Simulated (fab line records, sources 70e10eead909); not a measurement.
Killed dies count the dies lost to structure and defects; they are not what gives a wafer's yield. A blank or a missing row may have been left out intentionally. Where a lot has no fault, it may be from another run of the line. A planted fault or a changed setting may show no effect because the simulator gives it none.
Chamber matching | flow nand_harc | rie_diel-05 running NHARC_A_M0_ETCH_34: 4 sister chambers
The step etches the open film in N2/H2, target depth 40 nm, overetch 12 nm, time 43.94 s. 8 wafers are shown with their chamber, then 7 later ones without.

WAFERS PAIRED WITH THEIR CHAMBERS
wafer  | chamber | rf_vpp_V (V) | oes_product_au (a.u.)
L081.3 | 3       | 429.7        | 0.990
L088.5 | 2       | 427.7        | 1.003
L088.6 | 3       | 428.3        | 0.999
L091.1 | 2       | 427.9        | 0.996
L091.2 | 1       | 426.3        | 1.015
L091.3 | 0       | 431.0        | 1.007
L090.3 | 1       | 427.0        | 1.007
L090.4 | 0       | 431.0        | 1.000

WAFERS WITH NO CHAMBER GIVEN
wafer  | rf_vpp_V (V) | oes_product_au (a.u.)
L090.6 | 430.4        | 0.987
L092.3 | 426.9        | 1.002
L092.4 | 424.5        | 1.004
L092.5 | 428.4        | 0.996
L093.2 | 431.7        | 1.005
L093.3 | 427.1        | 1.007
L093.5 | 427.5        | 1.003

WHICH CHAMBER EACH WENT THROUGH
wafer  | from the rows above     | in truth
L090.6 | can't be placed: 3 or 0 | 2
L092.3 | can't be placed: 2 or 1 | 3
L092.4 | can't be placed: 1 or 2 | 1
L092.5 | can't be placed: 3 or 2 | 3
L093.2 | 0                       | 0
L093.3 | can't be placed: 1 or 2 | 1
L093.5 | can't be placed: 2 or 1 | 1
Placed correctly: 1 of 7. From these rows, 6 cannot be placed; in 4 the true chamber is one of the candidates. 0 placed wrongly.
How it was worked out, from the rows above alone: a wafer's distance from a chamber is the root of the sum, over the readings, of the square of ((its reading less the chamber's mean) divided by the reading's scatter). The wafer belongs to the nearest chamber; if the next one is less than 2 further off, it can't be placed. The mean given for a chamber averages the wafers shown for that chamber. The scatter: take each reading less its chamber's mean, square it, sum over the shown wafers, divide by the number of wafers less the number of chambers, and take the root.
